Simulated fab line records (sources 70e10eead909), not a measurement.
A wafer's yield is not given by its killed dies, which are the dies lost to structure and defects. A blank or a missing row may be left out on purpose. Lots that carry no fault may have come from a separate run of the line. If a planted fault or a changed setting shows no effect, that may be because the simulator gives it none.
Chamber matching	flow nandHarc	NHARC_A_CONTACT_DESCUM_13 on rieDiel-12 has 4 sister chambers
The step chemistry O2, time 3 s. 8 wafers are shown with their chamber, then 8 later ones without.

WAFERS, EACH WITH ITS CHAMBER
wafer	chamber	showerheadPlenumPTorr (Torr)	drypumpMotorCurrentA (A)
L079.4	0	1.77	6.1
L075.1	2	2.04	6.0
L075.3	3	1.98	5.9
L075.6	2	2.04	6.0
L080.2	3	1.97	6.0
L080.5	0	1.77	6.1
L080.6	1	1.83	5.4
L086.1	1	1.83	5.4

WAFERS MISSING THEIR CHAMBER
wafer	showerheadPlenumPTorr (Torr)	drypumpMotorCurrentA (A)
L086.3	2.04	6.0
L086.4	1.97	6.0
L094.1	1.77	6.1
L094.2	1.83	5.4
L094.4	1.97	6.0
L097.2	1.77	6.1
L097.3	1.82	5.4
L097.6	1.82	5.4

WHICH CHAMBER EACH ONE RAN IN
wafer	from the rows above	in truth
L086.3	2	2
L086.4	3	3
L094.1	0	0
L094.2	1	1
L094.4	3	3
L097.2	0	0
L097.3	1	1
L097.6	1	1
Correctly placed: 8 of 8. From these rows, 0 cannot be placed. Placed wrongly: 0.
How it was worked out, from the rows above alone: a wafer's distance from a chamber is the root of the sum, over the readings, of the square of ((its reading less the chamber's mean) divided by the reading's scatter). If the next closest chamber is less than 2 further off than the closest, the wafer can't be placed; otherwise it belongs to the closest. Each chamber's mean is taken over the wafers shown for it. How the scatter is found: for the shown wafers, subtract from each reading the mean of its chamber, square and add these, divide the total by (wafers less chambers), then take the root.
